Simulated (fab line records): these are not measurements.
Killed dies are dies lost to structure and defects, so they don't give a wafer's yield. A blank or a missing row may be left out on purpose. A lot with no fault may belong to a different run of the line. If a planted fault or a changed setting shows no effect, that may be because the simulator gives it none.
Comparing a struck lot with a sound one	flow nand harc	32 steps out of a route of 1159
Sound: wafers L941.2, L941.3, L941.4. Struck: wafer L952.3 (left out: L952.1, L952.2 of the same lot, which were not struck); the cause appears at the end.
Order at every step that has rows: each side's tool, ch and its chambers, its first start. Under that, the readings that differ: sound wafers	struck wafers	difference of the means	sigmas: that difference in standard deviations of wafers without a fault.
alike: same words and numbers on both sides, and readings whose means sit less than 2 such deviations apart. not compared: any withheld reading, any reading some wafer has no value for, any bound like >300 that may hide the same value, and any number with overlapping values for which the record gives no deviation.
Wherever a step has rows on one side only, a row that says differs or no value, or a row with sigmas, the two part there. When numbers do not overlap yet have no deviation, they are printed without sigmas and do not part them. A reading that every wafer of one side lacks parts them only if that side has two wafers or more.

first, 1 step without rows for these wafers: NHARC_THIN_TSV_DEGAS_49 (time 120 s).
NHARC_THIN_TSV_PRE_CLEAN_50: time 30 s.
  sound on pvd sputter-01; struck on pvd sputter-03
reading	sound	struck	difference	sigmas
heater power w (W)	411 475 412	357	-76	-2
then, 1 step without rows for these wafers: NHARC_THIN_TSV_PVD_19 (deposits TaN, target thk 20 nm).
NHARC_THIN_TSV_PVD_51: deposits Cu, target thk 100 nm.
  sound on pvd sputter-01; struck on pvd sputter-03
  alike: throttle valve pct
then, 1 step without rows for these wafers: NHARC_THIN_TSV_ECD_20 (material Cu, target thk 2000 nm).
NHARC_THIN_TSV_ANNEAL_52: time 90 s.
  sound on rtp anneal-02 ch 0, day 20 02:16; struck on rtp anneal-01 ch 0, day 24 02:25
  alike: wafer_temp_C_max
then, 3 steps without rows for these wafers: NHARC_THIN_TSV_CMP_21 (polishes, t overpolish 30 s, target thk 2000 nm); NHARC_THIN_TSV_SRD_23; NHARC_THIN_TSV_DEGAS_53 (time 60 s).
NHARC_THIN_TSV_PRE_CLEAN_54: time 30 s.
  sound: pvd sputter-01 at day 20 03:05; struck: pvd sputter-03 at day 24 03:17
  alike: heater power w
then, 1 step without rows for these wafers: NHARC_THIN_TSV_PVD_55 (deposits TiN, target thk 50 nm).
NHARC_THIN_TSV_PVD_24: deposits Al, target thk 800 nm.
  sound: pvd sputter-01 at day 20 03:19; struck: pvd sputter-03 at day 24 03:31
then, 8 steps without rows for these wafers: NHARC_THIN_TSV_DEHYDRATE_25 (time 120 s); NHARC_THIN_TSV_HMDS_26 (time 30 s); NHARC_THIN_TSV_COAT_27; NHARC_THIN_TSV_SOFTBAKE_28 (time 95 s); NHARC_THIN_TSV_EBR_29; NHARC_THIN_TSV_EXPOSE_30 (exposes mask PAD); NHARC_THIN_TSV_PEB_31 (peb time 85 s); NHARC_THIN_TSV_DEVELOP_32 (time 70 s).
NHARC_THIN_TSV_CD_MEAS_33: target cd 5000 nm.
  sound on cd sem-02 ch 0, day 20 04:02; struck on cd sem-03 ch 0, day 24 04:22
  alike: cd nm
then, 4 steps without rows for these wafers: NHARC_THIN_TSV_HARDBAKE_34 (time 80 s); NHARC_THIN_TSV_DESCUM_35 (chemistry O2, time 3 s); NHARC_THIN_TSV_ETCH_59 (etches the open film in Cl2/BCl3, target depth 880 nm, time 138.1 s); NHARC_THIN_TSV_ETCH_36 (etches the open film in Cl2/BCl3, target depth 65 nm, time 18.571 s).
NHARC_THIN_TSV_STRIP_56: strips in O2.
  sound on plasma asher-02 ch 0,1, day 20 04:58; struck on plasma asher-02 ch 1, day 24 05:05
  alike: drypump motor current A, heater power w
  not compared: rf hours counter h
then, 1 step without rows for these wafers: NHARC_THIN_TSV_STRIP_57 (strips in post etch residue remover, time 1200 s).
NHARC_THIN_TSV_CD_MEAS_37:
  sound: cd sem-01 at day 20 05:46; struck: cd sem-02 at day 24 05:53
  alike: cd nm
then, 1 step without rows for these wafers: NHARC_THIN_TSV_ANNEAL_58 (time 1800 s).
NHARC_THIN_TSV_INSPECT_40:
  sound: defect inspect-02 at day 20 10:13; struck: defect inspect-02 at day 24 09:14
  alike: raw defect count
NHARC_END_WLT_00:
  rows exist in the record for the sound wafers here (prober-02, day 20 18:01), none for the struck ones
NHARC_END_SORT_01:
  only the struck wafers appear in the record here, on prober-01 ch 0 at day 24 22:05; the sound ones have no rows

## WHERE THEY PART
At NHARC_THIN_TSV_PRE_CLEAN_50 first; at NHARC_END_SORT_01 last (within this record only).

WHY: the cause the simulator had injected
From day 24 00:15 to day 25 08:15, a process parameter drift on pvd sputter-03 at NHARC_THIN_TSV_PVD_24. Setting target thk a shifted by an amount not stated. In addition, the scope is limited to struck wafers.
